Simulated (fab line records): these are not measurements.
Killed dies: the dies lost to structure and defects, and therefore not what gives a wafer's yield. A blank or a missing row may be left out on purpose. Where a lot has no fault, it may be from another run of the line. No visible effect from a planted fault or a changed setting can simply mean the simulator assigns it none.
A struck lot beside a sound one	flow nand-harc	15 out of 1302 route steps
Sound: the wafers L142.2, L142.4, L142.5. Wafers struck: L133.1, L133.4, L133.6. Last of all comes the cause.
For every step that has rows: the tool of each side, followed by ch and its chambers, followed by its first start. Under that, the readings that differ: sound wafers	struck wafers	difference of the means	sigmas: that difference in standard deviations of wafers without a fault.
alike: same words and numbers on both sides, and readings whose means sit less than 2 such deviations apart. not compared: any withheld reading, any reading some wafer has no value for, any bound like >300 that may hide the same value, and any number with overlapping values for which the record gives no deviation.
Wherever a step has rows on one side only, a row that says differs or no value, or a row with sigmas, the two part there. When numbers do not overlap yet have no deviation, they are printed without sigmas and do not part them. A reading that every wafer of one side lacks parts them only if that side has two wafers or more.

first, 3 steps without rows for these wafers: NHARC_A_CONTACT_ETCH_48 (etches the open film in CF4, target depth 39 nm, time 65 s); NHARC_A_CONTACT_ETCH_49 (etches the open film in N2/H2, target depth 260 nm, time 475.3 s); NHARC_A_CONTACT_ETCH_50 (etches the open film in CF4/CHF3, target depth 121 nm, time 60.5 s).
NHARC_A_CONTACT_ETCH_51: etches the open film in O2/COS, target depth 7000 nm, time 1820 s.
  sound on rie-diel-09 ch 0,2; struck on rie-diel-09 ch 1,2,3
  alike: bias-w, chamber-pressure-mTorr, drypump-motor-current-A, oes-product-au, rf-vpp-V, showerhead-plenum-p-Torr, throttle-valve-pct
  not compared: rf-hours-counter-h
NHARC_A_CONTACT_ETCH_111: etches the open film in C4F8/O2/Ar, time 140 s, target depth 700 nm.
  sound on har-cap-etch-03 ch 0,1, day 31 06:38; struck on har-cap-etch-01 ch 0,1, day 27 03:04
  alike: chamber-pressure-mTorr, oes-air-line-au
  not compared: rf-hours-counter-h
then, 2 steps without rows for these wafers: NHARC_A_CONTACT_ETCH_112 (etches the open film in C4F8/O2/Ar, time 190 s, target depth 1850 nm); NHARC_A_CONTACT_ETCH_113 (etches the open film in C4F8/O2/Ar, time 190 s, target depth 1850 nm).
NHARC_A_CONTACT_ETCH_114: etches the open film in C4F8/O2/Ar, time 190 s, target depth 1850 nm.
  sound on har-cap-etch-03 ch 0,1, day 31 07:11; struck on har-cap-etch-01 ch 0,1, day 27 03:36
  alike: chamber-pressure-mTorr, oes-air-line-au
  not compared: rf-hours-counter-h
NHARC_A_CONTACT_ETCH_115: etches the open film in C4F8/O2/Ar, time 190 s, target depth 1850 nm.
  sound on har-cap-etch-03 ch 0,1, day 31 07:21; struck on har-cap-etch-01 ch 0,1, day 27 03:47
  alike: chamber-pressure-mTorr, oes-air-line-au
  not compared: rf-hours-counter-h
then, 3 steps without rows for these wafers: NHARC_A_CONTACT_ETCH_116 (etches the open film in C4F8/O2/Ar, time 190 s, target depth 1850 nm); NHARC_A_CONTACT_ETCH_117 (etches the open film in C4F8/O2/Ar, time 190 s, target depth 1850 nm); NHARC_A_CONTACT_ETCH_118 (etches the open film in C4F8/O2/Ar, time 190 s, target depth 1850 nm).
NHARC_A_CONTACT_ETCH_119: etches the open film in C4F8/O2/Ar, time 190 s, target depth 1850 nm.
  sound on har-cap-etch-03 ch 0,1, day 31 08:02; struck on har-cap-etch-01 ch 0,1, day 27 04:28
  no value came back on the struck wafers for chamber-pressure-mTorr (mTorr), oes-air-line-au (a.u.); on the sound wafers chamber-pressure-mTorr (mTorr) reads 19.996 20.000 19.993
  not compared: rf-hours-counter-h
NHARC_A_CONTACT_ETCH_120: etches the open film in C4F8/O2/Ar, time 190 s, target depth 1850 nm.
  sound on har-cap-etch-03 ch 0,1, day 31 08:12; struck on har-cap-etch-01 ch 0,1, day 27 04:38
  alike: chamber-pressure-mTorr, oes-air-line-au
  not compared: rf-hours-counter-h
-- record jumps: 3 days between struck wafers' starts before vs after; left off in module A_CONTACT, resumes in module END, first step shown is number 1302 of the route --
NHARC_END_SORT_01:
  at this point the record logs the struck wafers (prober-02 ch 0, day 29 23:57) and has no rows for the sound ones

== WHERE THEY PART ==
First at NHARC_A_CONTACT_ETCH_119; last, within this record, at NHARC_END_SORT_01.

WHY: what the simulator had put in
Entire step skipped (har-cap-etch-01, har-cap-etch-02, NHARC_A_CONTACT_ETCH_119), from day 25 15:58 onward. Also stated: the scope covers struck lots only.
